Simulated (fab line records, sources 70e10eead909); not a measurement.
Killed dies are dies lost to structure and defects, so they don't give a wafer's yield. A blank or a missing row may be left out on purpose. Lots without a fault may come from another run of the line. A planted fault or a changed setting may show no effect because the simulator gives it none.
Chamber matching | flow nand_harc | NHARC_A_STAIRCASE_DEP_325 on pecvd-02: 3 sister chambers
The step deposits SiO2, target thk 7200 nm. 6 wafers are shown with their chamber, then 11 later ones without.

WAFERS WITH THEIR CHAMBER
wafer  | chamber | heater_power_w (W)
L080.4 | 1       | 588
L082.1 | 1       | 638
L086.3 | 2       | 640
L086.4 | 2       | 644
L086.5 | 0       | 772
L094.4 | 0       | 786

WAFERS WITHOUT THEIR CHAMBER
wafer  | heater_power_w (W)
L094.5 | 647
L094.6 | 613
L096.1 | 758
L096.2 | 898
L096.3 | 791
L095.1 | 941
L095.2 | 739
L095.5 | 618
L097.2 | 628
L097.3 | 871
L097.5 | 635

WHICH CHAMBER EACH WENT THROUGH
wafer  | from the rows above     | in truth
L094.5 | can't be placed: 2 or 1 | 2
L094.6 | can't be placed: 1 or 2 | 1
L096.1 | 0                       | 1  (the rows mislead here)
L096.2 | 0                       | 0
L096.3 | 0                       | 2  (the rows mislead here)
L095.1 | 0                       | 0
L095.2 | 0                       | 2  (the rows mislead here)
L095.5 | can't be placed: 1 or 2 | 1
L097.2 | can't be placed: 2 or 1 | 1
L097.3 | 0                       | 0
L097.5 | can't be placed: 2 or 1 | 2
Placed correctly: 3 of 11. Can't be placed from these rows: 5 (the true chamber is among the candidates in 5). Placed wrongly: 3.
How it was worked out, from the rows above alone: a wafer's distance from a chamber is the root of the sum, over the readings, of the square of ((its reading less the chamber's mean) divided by the reading's scatter). The wafer belongs to the nearest chamber; if the next one is less than 2 further off, it can't be placed. A chamber's mean is the mean of its shown wafers. The scatter: the root of (the sum of the squares of (reading less its chamber's mean) over the shown wafers, divided by (wafers less chambers)).
